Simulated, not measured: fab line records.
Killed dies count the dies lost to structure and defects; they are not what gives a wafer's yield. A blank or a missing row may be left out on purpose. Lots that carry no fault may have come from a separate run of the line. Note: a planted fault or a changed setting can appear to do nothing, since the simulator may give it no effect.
fab line records	flow n5_finfet
[record] lots = 6	wafers = 18	last_day = 18
route steps=1938 shown GATE_CUT@472 BEOL_M4@1111
lots untouched by any fault: they come from a run of this same line in which no faults occurred
start_h: hours from the record's first day to the start of the lot's first wafer shown	wait_h: hours elapsed since this lot's preceding step	" as in the row above	L1.1+2: one row covering several wafers at once	- value missing, or start not given	* or withheld: withheld	< > ~ a bound
route shown NAME@n: a module of which the file shows steps, and the number in the route of the first	usual: average and standard deviation across the fault-free wafers	same: alike in all rows	chamber/n: place in a boat	sites: each site's reading	_std_site: their standard deviation	_edge_site: outer sites' mean less inner sites'	radius_mm: for every site, how far away it sits from the centre of the wafer	mask NAME#n: copy n	behind: the tool/chamber that last shaped the wafer	hold: cause of the lot's hold/its duration in hours/its outcome	device: whichever transistor did not switch (one of n, p or np)	end of line: the route-end tests of the same wafers	a step without rows: its recipe alone	killed: count of dies lost to structure and defects at first sort (not the wafer's yield)	map: shows each die of a wafer: x if killed, . if not, _ if none is there
set.NAME: the setting as run; set.NAME@STEP: as run at that earlier step	model.NAME: the simulator's own value behind a step, which no gauge read
lots seen at some steps along the route; tables by step, rows by wafer
services: the hour from which a tool's chamber was out of use, counted from the record's first day as start_h (under 0 if before that day), plus the number of hours and why
[[steps]]
[step N5_GATE_CUT_SRD_32]
[recipe] time_s = 30	temp_c = 23	rinse_liquid = diw	dry = ipa_marangoni
[step N5_GATE_CUT_SAC_CAP_01]
[recipe] material = SiNx	target_thk_a = 240	temp_c = 400	ald_precursor_family = SiH2I2	ald_co_reactant = N2/H2-plasma	pulse_time_s = 1	ald_cycles = 480	purge_time_s = 2	co_reactant_purge_time_s = 2	pressure_torr = 2
[step N5_GATE_CUT_PECVD_57]
[recipe] material = SiNx	target_thk_a = 210	temp_c = 400	precursor = SiH4/NH3/N2	pressure_torr = 1.5	rf_w = 300
[usual] heater_power_outer_w = 487/52	heater_power_w = 810/69	showerhead_plenum_p_Torr = 5.13/0.047	throttle_valve_pct = 39.5/2.5
lot.wafer	tool	chamber	start_h	wait_h	heater_power_outer_w	heater_power_w	showerhead_plenum_p_Torr	throttle_valve_pct
L319.3	pecvd-04	0	95.52	1.1	365	685	5.10	40.5
L319.5	"	2	"	"	408	671	5.11	37.1
L319.6	"	0	"	"	367	685	5.08	40.6
L323.1	pecvd-04	2	121.45	1.1	475	771	5.10	37.3
L323.3	"	1	"	"	564	890	5.14	38.4
L323.4	"	0	"	"	412	753	5.10	40.5
L329.2	pecvd-03	1	157.40	1.1	518	855	5.14	42.3
L329.4	"	0	"	"	586	925	5.09	39.7
L329.6	"	2	"	"	570	938	5.14	35.1
L330.2	pecvd-04	2	164.01	1.1	488	796	5.10	37.3
L330.3	"	0	"	"	476	828	5.10	40.5
L330.4	"	1	"	"	540	857	5.15	38.2
L331.3	pecvd-04	2	166.38	1.1	484	760	5.10	37.3
L331.4	"	0	"	"	428	773	5.10	40.8
L331.6	"	1	"	"	563	898	5.16	38.1
L334.1	pecvd-02	1	223.77	1.1	413	713	5.20	43.0
L334.2	"	2	"	"	492	831	5.05	42.2
L334.6	"	2	"	"	489	832	5.06	42.1
[step N5_GATE_CUT_CMP_02]
[recipe] stop_on = SiO2	t_overpolish_s = 12.7	post_cmp_clean = alkaline_brush	down_force_psi = 2.5	platen_rpm = 51.8	pad_velocity_m_s = 1.0307	target_thk_nm = 0
[usual] motor_current_A = 9.3/1	overpolish_run_s = 12.700/0.0096	time_to_endpoint_s = 25.1/2.5
lot.wafer	tool	chamber	start_h	wait_h	motor_current_A	overpolish_run_s	time_to_endpoint_s
L319.3	cmp-02	0	95.60	0.1	9.1	12.690	22.7
L319.5	"	0	"	"	8.6	12.691	23.2
L319.6	"	1	"	"	10.3	12.692	28.7
L323.4	cmp-01	0	121.55	0.1	10.7	12.702	27.9
L323.3	"	1	"	"	7.8	12.698	27.8
L323.1	"	3	"	"	8.3	12.688	24.6
L329.4	cmp-03	2	157.51	0.1	9.2	12.702	27.9
L329.2	"	3	"	"	8.8	12.700	26.8
L329.6	"	2	"	"	9.2	12.705	29.9
L330.4	cmp-02	2	164.12	0.1	9.0	12.689	26.9
L330.3	"	3	"	"	9.5	12.712	24.4
L330.2	"	0	"	"	9.0	12.680	22.9
L331.4	cmp-02	0	166.45	0.0	8.6	12.711	20.9
L331.3	"	2	"	"	8.6	12.691	21.4
L331.6	"	0	"	"	9.0	12.695	18.0
L334.2	cmp-01	0	223.84	0.1	9.9	12.707	24.5
L334.1	"	1	"	"	7.9	12.708	23.3
L334.6	"	1	"	"	7.5	12.700	23.6
[step N5_GATE_CUT_HM_DEP_46]
[recipe] material = SiO2	target_thk_a = 1300	temp_c = 400	precursor = TEOS/O2	pressure_torr = 6.5	rf_w = 900	teos_flow_sccm = 161.4	gas = O2	flow_sccm = 2650	time_s = 26.6
[step N5_GATE_CUT_COAT_34]
[recipe] resist = SOC	temp_c = 250	time_s = 60	spin_rpm = 1500	resist_thk_nm = 60
[step N5_GATE_CUT_COAT_35]
[recipe] resist = SiARC	temp_c = 220	time_s = 60	spin_rpm = 1500	resist_thk_nm = 10
[step N5_GATE_CUT_COAT_27]
[recipe] resist = underlayer	temp_c = 205	time_s = 60	spin_rpm = 1500	resist_thk_nm = 10
[step N5_GATE_CUT_COAT_07]
[recipe] resist = CAR-EUV	spin_rpm = 1500	resist_thk_nm = 30
[step N5_GATE_CUT_EBR_09]
[recipe] solvent = PGMEA	ebr_width_mm = 1.5
[step N5_GATE_CUT_SOFTBAKE_08]
[recipe] temp_c = 110	time_s = 60	resist = CAR-EUV
[step N5_GATE_CUT_EXPOSE_10]
[recipe] mask_id = GATE_CUT	na = 0.33	source_shape = annular	sigma_inner = 0.35	sigma_outer = 0.8	polarization = unpolarized	target_cd_nm = 20	dose_mj = 43.25
lot.wafer	tool	chamber	start_h	wait_h	mask
L319.3+5+6	euv_scanner-01	0	96.31	-	GATE_CUT#0
L323.1+3+4	euv_scanner-01	0	122.21	-	GATE_CUT#0
L329.2+4+6	euv_scanner-01	0	158.14	-	GATE_CUT#0
L330.2+3+4	euv_scanner-01	0	164.63	-	GATE_CUT#0
L331.3+4+6	euv_scanner-02	0	168.04	-	GATE_CUT#0
L334.1+2+6	euv_scanner-02	0	224.40	-	GATE_CUT#0
[step N5_GATE_CUT_PEB_11]
[recipe] peb_temp_c = 100	peb_time_s = 60	resist = CAR-EUV
[step N5_GATE_CUT_DEVELOP_12]
[recipe] develop_time_s = 30	developer = TMAH	resist = CAR-EUV	rinse_liquid = surfactant_rinse	dry = air_spin	dev_temp_c = 23
[step N5_GATE_CUT_CD_MEAS_13]
[recipe] target_cd_nm = 20	landing_energy_ev = 500	detector = se_inlens
[usual] cd_nm = 19.99/0.26
lot.wafer	tool	chamber	start_h	wait_h	cd_nm
L319.3	cd_sem-02	0	96.43	-	20.38
L319.5	"	0	"	"	20.06
L319.6	"	0	"	"	20.25
L323.1	cd_sem-03	0	122.34	-	19.71
L323.3	"	0	"	"	20.23
L323.4	"	0	"	"	19.46
L329.2	cd_sem-01	0	158.26	-	18.20
L329.4	"	0	"	"	19.97
L329.6	"	0	"	"	18.91
L330.2	cd_sem-01	0	164.76	-	17.84
L330.3	"	0	"	"	20.46
L330.4	"	0	"	"	20.03
L331.3	cd_sem-03	0	168.17	-	19.97
L331.4	"	0	"	"	19.95
L331.6	"	0	"	"	19.78
L334.1	cd_sem-02	0	224.53	-	19.75
L334.2	"	0	"	"	19.62
L334.6	"	0	"	"	19.79
[step N5_GATE_CUT_OVL_MEAS_14]
[recipe] points_per_wafer = 522
[usual] GATE_CUT_OVL = 0.1/0.89
lot.wafer	tool	chamber	start_h	wait_h	GATE_CUT_OVL[nm]
L319.3	overlay-01	0	96.47	0.0	0.9
L319.5	"	0	"	"	1.4
L319.6	"	0	"	"	1.3
L323.1	overlay-02	0	122.37	0.0	0.5
L323.3	"	0	"	"	-0.3
L323.4	"	0	"	"	0.6
L329.2	overlay-01	0	158.30	0.0	2.4
L329.4	"	0	"	"	1.9
L329.6	"	0	"	"	1.6
L330.2	overlay-02	0	164.79	0.0	0.3
L330.3	"	0	"	"	-1.0
L330.4	"	0	"	"	1.6
L331.3	overlay-01	0	168.21	0.0	-1.0
L331.4	"	0	"	"	-0.9
L331.6	"	0	"	"	0.5
L334.1	overlay-02	0	224.56	0.0	0.4
L334.2	"	0	"	"	-0.5
L334.6	"	0	"	"	-1.0
[step N5_GATE_CUT_INSPECT_15]
[recipe] mode = adi	inspect_instrument = brightfield
[usual] raw_defect_count = 133/44
lot.wafer	tool	chamber	start_h	wait_h	raw_defect_count
L319.3	defect_inspect-01	-	96.52	0.0	148
L319.5	"	-	"	"	144
L319.6	"	-	"	"	181
L323.1	defect_inspect-01	-	122.43	0.1	58
L323.3	"	-	"	"	72
L323.4	"	-	"	"	88
L329.2	defect_inspect-02	-	158.35	0.0	77
L329.4	"	-	"	"	132
L329.6	"	-	"	"	211
L330.2	defect_inspect-01	-	164.84	0.0	92
L330.3	"	-	"	"	86
L330.4	"	-	"	"	64
L331.3	defect_inspect-02	-	168.25	0.0	108
L331.4	"	-	"	"	81
L331.6	"	-	"	"	128
L334.1	defect_inspect-01	-	224.62	0.1	78
L334.2	"	-	"	"	81
L334.6	"	-	"	"	68
[step N5_GATE_CUT_DESCUM_18]
[recipe] chemistry = O2	time_s = 7	source_power_w = 50	bias_power_w = 20	pressure_mtorr = 20	rf_frequency_hz = 2.712e+07	temp_c = 40	resist = CAR-EUV	o2_flow_sccm = 225
[usual] drypump_motor_current_A = 5.9/0.37	oes_product_au = 0.77/0.07	rf_vpp_V = 243.1/1.3	showerhead_plenum_p_Torr = 2.09/0.078	throttle_valve_pct = 20.59/0.2
lot.wafer	tool	chamber	start_h	wait_h	drypump_motor_current_A	oes_product_au	rf_hours_counter_h	rf_vpp_V	showerhead_plenum_p_Torr	throttle_valve_pct	model.GATE_CUT.cd_nm
L319.3	rie_diel-05	1	96.55	0.0	5.4	0.80	108	242.1	2.00	20.24	20.2
L319.5	"	1	"	"	5.4	0.81	-	242.0	2.00	20.21	20
L319.6	"	2	"	"	5.1	0.95	-	242.4	2.06	20.52	20.2
L323.1	rie_diel-03	0	122.46	0.0	5.9	0.83	82	242.4	2.14	20.68	20
L323.3	"	3	"	"	5.6	0.73	172	243.6	2.07	20.43	20
L323.4	"	3	"	"	5.6	0.73	-	243.0	2.07	20.43	19.8
L329.2	rie_diel-06	2	158.76	0.4	5.5	0.71	228	241.8	1.97	20.58	18.2
L329.4	"	0	"	"	5.8	0.72	233	243.7	2.14	20.88	20.2
L329.6	"	1	"	"	6.3	0.77	-	245.5	2.18	20.85	18.6
L330.2	rie_diel-06	0	165.47	0.6	5.8	0.70	236	244.1	2.14	20.86	18.2
L330.3	"	1	"	"	6.4	0.77	149	243.7	2.18	20.86	20
L330.4	"	2	"	"	5.4	0.71	231	241.3	1.97	20.58	20.2
L331.3	rie_diel-06	1	168.79	0.5	6.3	0.78	150	244.7	2.18	20.86	20
L331.4	"	3	"	"	5.9	0.86	73	243.3	2.02	20.35	19.8
L331.6	"	1	"	"	6.3	0.78	-	244.6	2.18	20.86	19.8
L334.1	rie_diel-06	3	224.65	0.0	5.9	0.83	97	242.5	2.01	20.38	19.8
L334.2	"	1	"	"	6.4	0.75	169	244.1	2.17	20.89	19.6
L334.6	"	1	"	"	6.3	0.75	-	243.4	2.17	20.90	19.8
[step N5_GATE_CUT_ETCH_28]
[recipe] chemistry = N2/H2	target = underlayer	target_depth_a = 130	mask_material = CAR-EUV	time_s = 10.4	ion_energy_ev = 200	pressure_mtorr = 30	source_w = 840	bias_w = 150	n2_flow_sccm = 200	h2_flow_sccm = 200	ends = cleared
[step N5_GATE_CUT_ETCH_36]
[recipe] chemistry = CF4	target = SiARC	target_depth_a = 130	mask_material = CAR-EUV	time_s = 21.7	ion_energy_ev = 80	pressure_mtorr = 40	source_w = 545	bias_w = 36	Ar_flow_sccm = 100	cf4_flow_sccm = 100	ends = cleared
[step N5_GATE_CUT_ETCH_37]
[recipe] chemistry = N2/H2	target = SOC	target_depth_a = 600	overetch_a = 120	mask_material = SiARC	temp_c = 40	time_s = 90	ion_energy_ev = 200	pressure_mtorr = 30	source_w = 840	bias_w = 150	n2_flow_sccm = 200	h2_flow_sccm = 200
[step N5_GATE_CUT_STRIP_38]
[recipe] chemistry = N2/H2	temp_c = 40	n2_flow_sccm = 200	h2_flow_sccm = 200	rf_frequency_hz = 6e+07
[step N5_GATE_CUT_STRIP_39]
[recipe] chemistry = N2/H2	temp_c = 40	n2_flow_sccm = 200	h2_flow_sccm = 200	rf_frequency_hz = 6e+07
[step N5_GATE_CUT_HM_OPEN_40]
[recipe] chemistry = C4F6/O2	target = SiO2	mask_material = SiARC	target_depth_a = 1390	time_s = 85.1	ion_energy_ev = 250	pressure_mtorr = 30	source_w = 345	bias_w = 185	Ar_flow_sccm = 300	C4F6_flow_sccm = 10	O2_flow_sccm = 10	ends = cleared
[step N5_GATE_CUT_STRIP_41]
[recipe] chemistry = CF4	resist = SiARC	power_w = 300	bias_power_w = 75	pressure_mtorr = 50	cf4_flow_sccm = 150	rf_frequency_hz = 6e+07
[step N5_GATE_CUT_STRIP_42]
[recipe] chemistry = O2	power_w = 400	temp_c = 40	pressure_mtorr = 30	rf_frequency_hz = 6e+07	bias_power_w = 0	overash_fraction = 0.3	o2_flow_sccm = 225
[step N5_GATE_CUT_ETCH_19]
[recipe] chemistry = CH3F/O2	target = SiNx	mask_material = SiO2	target_depth_a = 537	time_s = 76.7	pressure_mtorr = 30	source_w = 395	bias_w = 73	Ar_flow_sccm = 150	CH3F_flow_sccm = 30	O2_flow_sccm = 20	ion_energy_ev = 120	ends = cleared
[usual] CH3F_flow_sccm = 30.00/0.093	drypump_motor_current_A = 5.9/0.37	etch_rf_on_time_s = 77.3/1.3	oes_product_au = 0.66/0.058	rf_vpp_V = 299/3.9	showerhead_plenum_p_Torr = 2.00/0.067	throttle_valve_pct = 16.55/0.17
lot.wafer	tool	chamber	start_h	wait_h	CH3F_flow_sccm	drypump_motor_current_A	etch_rf_on_time_s	oes_product_au	rf_hours_counter_h	rf_vpp_V	showerhead_plenum_p_Torr	throttle_valve_pct
L319.3	rie_diel-05	1	96.84	0.0	29.97	5.4	76.0	0.68	109	296	1.92	16.22
L319.5	"	1	"	"	30.10	5.4	75.8	0.68	-	296	1.91	16.21
L319.6	"	2	"	"	30.08	5.1	74.4	0.81	-	300	1.97	16.36
L323.1	rie_diel-03	0	122.75	0.0	30.18	5.9	76.0	0.71	82	300	2.04	16.42
L323.3	"	3	"	"	30.04	5.6	77.6	0.62	172	293	2.00	16.47
L323.4	"	3	"	"	29.85	5.7	77.6	0.62	-	292	2.00	16.48
L329.2	rie_diel-06	2	159.04	0.0	29.93	5.5	75.7	0.62	228	296	1.90	16.60
L329.4	"	0	"	"	30.00	5.8	77.3	0.60	233	302	2.05	16.89
L329.6	"	1	"	"	30.00	6.3	75.6	0.67	-	303	2.08	16.69
L330.2	rie_diel-06	0	165.75	0.0	30.21	5.8	78.0	0.59	236	302	2.05	16.89
L330.3	"	1	"	"	30.04	6.4	77.0	0.66	149	306	2.08	16.71
L330.4	"	2	"	"	29.95	5.4	76.5	0.61	231	294	1.90	16.64
L331.3	rie_diel-06	1	169.07	0.0	30.08	6.3	76.5	0.66	150	305	2.08	16.71
L331.4	"	3	"	"	29.76	5.9	78.2	0.72	73	296	1.95	16.42
L331.6	"	1	"	"	30.11	6.3	75.9	0.66	-	304	2.08	16.70
L334.1	rie_diel-06	3	224.94	0.0	30.05	6.0	79.4	0.69	97	298	1.94	16.46
L334.2	"	1	"	"	29.95	6.3	77.1	0.65	169	304	2.08	16.75
L334.6	"	1	"	"	29.97	6.3	77.2	0.64	-	305	2.08	16.72
[step N5_GATE_CUT_CUT_ETCH_53]
[recipe] chemistry = SF6/Cl2	target = W	mask_material = SiO2	target_depth_a = 792	pressure_mtorr = 8	icp_w = 900	bias_w = 80	SF6_flow_sccm = 40	Cl2_flow_sccm = 60	ends = cleared
[step N5_GATE_CUT_CUT_ETCH_54]
[recipe] chemistry = Cl2/BCl3	target = TiN	mask_material = SiO2	target_depth_a = 967	pressure_mtorr = 10	icp_w = 1000	bias_w = 126	Cl2_flow_sccm = 53.25	bcl3_flow_sccm = 21.75	Ar_flow_sccm = 25	ends = cleared
[usual] drypump_motor_current_A = 5.6/0.44	etch_rf_on_time_s = 37.3/1.1	oes_product_au = 0.65/0.069	throttle_valve_pct = 22.09/0.3
lot.wafer	tool	chamber	start_h	wait_h	drypump_motor_current_A	etch_rf_on_time_s	oes_product_au	rf_hours_counter_h	throttle_valve_pct
L319.3	rie_metal-02	1	97.02	0.0	6.5	35.6	0.63	-	21.90
L319.5	"	0	"	"	5.1	37.2	0.64	-	22.00
L319.6	"	1	"	"	6.5	35.4	0.64	-	21.89
L323.1	rie_metal-03	0	122.94	0.1	5.7	38.5	0.55	110	22.51
L323.3	"	0	"	"	5.7	38.3	0.55	-	22.48
L323.4	"	0	"	"	5.8	38.4	0.55	-	22.49
L329.2	rie_metal-03	1	159.21	0.0	5.0	35.7	0.76	17	22.12
L329.4	"	0	"	"	5.8	38.7	0.54	-	22.51
L329.6	"	1	"	"	5.0	35.6	0.77	-	22.13
L330.2	rie_metal-02	1	165.92	0.0	6.5	35.9	0.62	98	21.92
L330.3	"	0	"	"	5.1	37.4	0.63	-	22.00
L330.4	"	1	"	"	6.5	35.4	0.62	-	21.91
L331.3	rie_metal-03	1	169.26	0.0	4.9	35.4	0.75	-	22.12
L331.4	"	0	"	"	5.7	38.3	0.55	-	22.50
L331.6	"	1	"	"	4.9	35.8	0.75	-	22.12
L334.1	rie_metal-03	0	225.10	0.0	5.7	38.4	0.54	120	22.51
L334.2	"	1	"	"	4.9	35.4	0.74	23	22.14
L334.6	"	1	"	"	4.9	35.4	0.74	-	22.14
[step N5_GATE_CUT_CUT_ETCH_55]
[recipe] chemistry = BCl3	target = HfO2	mask_material = SiO2	target_depth_a = 32	ion_energy_ev = 30	pressure_mtorr = 5	icp_w = 450	bias_w = 18	bcl3_flow_sccm = 80
[usual] drypump_motor_current_A = 5.6/0.44	oes_product_au = 0.72/0.074	throttle_valve_pct = 32.7/0.31
lot.wafer	tool	chamber	start_h	wait_h	drypump_motor_current_A	oes_product_au	rf_hours_counter_h	throttle_valve_pct
L319.3	rie_metal-02	1	97.07	0.0	6.5	0.70	-	32.4
L319.5	"	0	"	"	5.1	0.70	-	32.3
L319.6	"	1	"	"	6.5	0.70	-	32.4
L323.1	rie_metal-03	0	123.06	0.1	5.7	0.62	110	33.0
L323.3	"	0	"	"	5.7	0.62	-	33.1
L323.4	"	0	"	"	5.8	0.61	-	33.1
L329.2	rie_metal-03	1	159.27	0.0	4.9	0.83	17	32.9
L329.4	"	0	"	"	5.8	0.62	-	33.1
L329.6	"	1	"	"	4.9	0.83	-	32.9
L330.2	rie_metal-02	1	165.98	0.0	6.5	0.68	98	32.4
L330.3	"	0	"	"	5.2	0.69	-	32.3
L330.4	"	1	"	"	6.5	0.68	-	32.4
L331.3	rie_metal-03	1	169.31	0.0	5.0	0.83	-	32.9
L331.4	"	0	"	"	5.7	0.61	-	33.1
L331.6	"	1	"	"	5.0	0.83	-	32.9
L334.1	rie_metal-03	0	225.16	0.0	5.7	0.61	120	33.1
L334.2	"	1	"	"	4.9	0.81	23	32.9
L334.6	"	1	"	"	4.9	0.81	-	32.9
[step N5_GATE_CUT_ETCH_47]
[recipe] chemistry = Cl2/BCl3	target = SiO2	target_depth_a = 100	pressure_mtorr = 10	icp_w = 1000	bias_w = 126	Cl2_flow_sccm = 53.25	bcl3_flow_sccm = 21.75	Ar_flow_sccm = 25
[usual] drypump_motor_current_A = 5.6/0.44	oes_product_au = 0.72/0.073	throttle_valve_pct = 22.61/0.29
lot.wafer	tool	chamber	start_h	wait_h	drypump_motor_current_A	oes_product_au	rf_hours_counter_h	throttle_valve_pct	model.GATE_CUT.cd_nm
L319.3	rie_metal-02	1	97.10	0.0	6.5	0.69	-	22.44	20.2
L319.5	"	0	"	"	5.1	0.70	-	22.50	19.6
L319.6	"	1	"	"	6.5	0.69	-	22.45	19.8
L323.1	rie_metal-03	0	123.12	0.1	5.8	0.62	110	22.99	20.2
L323.3	"	0	"	"	5.7	0.62	-	22.99	20.4
L323.4	"	0	"	"	5.8	0.62	-	22.98	20.4
L329.2	rie_metal-03	1	159.30	0.0	4.9	0.83	17	22.68	18.4
L329.4	"	0	"	"	5.8	0.61	-	23.00	20.6
L329.6	"	1	"	"	5.0	0.85	-	22.67	18.6
L330.2	rie_metal-02	1	166.01	0.0	6.5	0.68	98	22.47	18.2
L330.3	"	0	"	"	5.2	0.68	-	22.52	20.2
L330.4	"	1	"	"	6.5	0.68	-	22.45	19.8
L331.3	rie_metal-03	1	169.34	0.0	5.0	0.82	-	22.67	19.6
L331.4	"	0	"	"	5.8	0.61	-	23.01	20.6
L331.6	"	1	"	"	5.0	0.83	-	22.67	20
L334.1	rie_metal-03	0	225.19	0.0	5.8	0.61	120	23.02	20.2
L334.2	"	1	"	"	4.9	0.81	23	22.70	19.8
L334.6	"	1	"	"	4.9	0.82	-	22.72	19.8
[step N5_GATE_CUT_VAPOR_ETCH_48]
[recipe] chemistry = BCl3/Cl2	target = TiN	mode = isotropic
[step N5_BEOL_M4_RC_MEAS_101]
[usual] DIBL_N = 36.1/1.6	DIBL_P = 35.8/2.1	IOFF_N = 0.16/0.031	IOFF_P = 0.21/0.034	ION_N = 673/12	ION_P = 461/7.2	SS_N = 71.4/0.59	SS_P = 73.3/0.63	VT_N = 250/3.1	VT_P = -250/3.3
lot.wafer	tool	chamber	start_h	wait_h	DIBL_N[mV/V]	DIBL_P[mV/V]	IOFF_N[nA/um]	IOFF_P[nA/um]	ION_N[uA/um]	ION_P[uA/um]	SS_N[mV/dec]	SS_P[mV/dec]	VT_N[mV]	VT_P[mV]
L319.3	prober-02	0	186.35	0.3	35.4	35.2	0.12	0.18	651	460	71.8	73.1	252	-251
L319.5	"	0	"	"	34.6	33.7	0.12	0.16	666	452	70.6	72.8	254	-255
L319.6	"	0	"	"	36.8	36.7	0.15	0.20	675	462	72.1	73.5	250	-250
L323.1	prober-01	0	210.18	0.0	33.8	33.7	0.11	0.16	644	443	71.2	73.1	253	-253
L323.3	"	0	"	"	35.4	34.8	0.14	0.17	656	450	70.8	73.2	250	-255
L323.4	"	0	"	"	35.0	34.2	0.14	0.16	660	444	71.4	73.6	253	-257
L329.4	prober-01	0	251.24	0.5	33.9	32.5	0.13	0.16	677	461	70.8	72.7	249	-252
L331.3	prober-02	0	254.15	0.3	33.5	33.2	0.13	0.17	668	463	70.3	72.5	250	-252
L331.4	"	0	"	"	36.6	36.0	0.18	0.20	687	461	72.0	73.0	246	-254
L331.6	"	0	"	"	33.2	32.4	0.12	0.15	671	460	70.5	72.3	253	-254
L330.3	prober-01	0	255.86	0.3	35.0	33.9	0.13	0.18	673	460	70.8	73.0	252	-254
L330.4	"	0	"	"	35.4	35.4	0.14	0.22	673	466	71.7	73.9	251	-248
L334.1	prober-01	0	320.15	0.0	36.2	34.5	0.17	0.21	671	457	71.5	72.3	251	-249
L334.2	"	0	"	"	38.4	36.9	0.22	0.25	692	467	71.8	73.6	246	-244
L334.6	"	0	"	"	38.3	37.0	0.23	0.25	682	466	71.6	73.6	247	-245
[[services]]
tool	chamber	start_h	hours	kind
rie_diel-06	1	79.24	2.5	repair
cmp-02	-	80.93	1.7	repair
pecvd-04	2	83.32	2.2	repair
rie_metal-02	-	85.09	0.1	repair
cmp-01	-	86.37	2.5	repair
rie_diel-06	3	91.35	10.4	repair
euv_scanner-02	-	92.80	5.8	pm
euv_scanner-02	-	103.18	0.4	repair
euv_scanner-02	-	110.87	1.0	pm
rie_diel-03	1	111.25	11.3	repair
euv_scanner-01	-	123.37	4.6	pm
cmp-02	-	131.67	0.6	repair
rie_diel-05	1	140.23	4.2	repair
rie_diel-05	0	144.19	3.1	repair
rie_diel-03	1	156.24	7.0	repair
rie_diel-03	2	158.64	5.7	repair
rie_metal-02	0	166.26	7.7	repair
euv_scanner-02	-	167.02	1.0	pm
rie_diel-06	1	171.06	6.3	repair
cmp-01	-	182.90	1.0	repair
euv_scanner-01	-	183.78	1.0	pm
rie_diel-05	1	185.48	11.0	repair
cmp-01	-	190.13	0.5	repair
rie_metal-02	1	198.86	9.7	repair
[[key]]
[first_sign] step = N5_GATE_CUT_CD_MEAS_13	reading = cd_nm	direction = down	sigmas = 6.5	usual = 19.99	struck = 18.32
effect none on later readings
[model_effect] step = N5_GATE_CUT_DESCUM_18	value = GATE_CUT.cd_nm	without = 20	struck = 18.33
[model_effect] step = N5_GATE_CUT_ETCH_47	value = GATE_CUT.cd_nm	without = 20.13	struck = 18.4
met_at N5_GATE_CUT_EXPOSE_10
struck_wafers L329.2,L329.6,L330.2
later_rows_left_out L329.2,L329.6,L330.2
sort_left_out L329.2,L329.6,L330.2
onset_between 122.21 158.14
[fault] kind = process_parameter_drift	tool = euv_scanner-01	chamber = -	onset_h = 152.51	steps = N5_GATE_CUT_EXPOSE_10	channel = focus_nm	offset = 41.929	shape = step	end_h = 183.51	scope = struck_wafers_only
// sort_left_out: the simulated sort isn't trusted on such a fault, so these wafers' sort isn't shown, and their yield isn't known
// later_rows_left_out: the simulator's readings of these wafers behind a module that went badly wrong aren't trusted and aren't shown, but for the sort
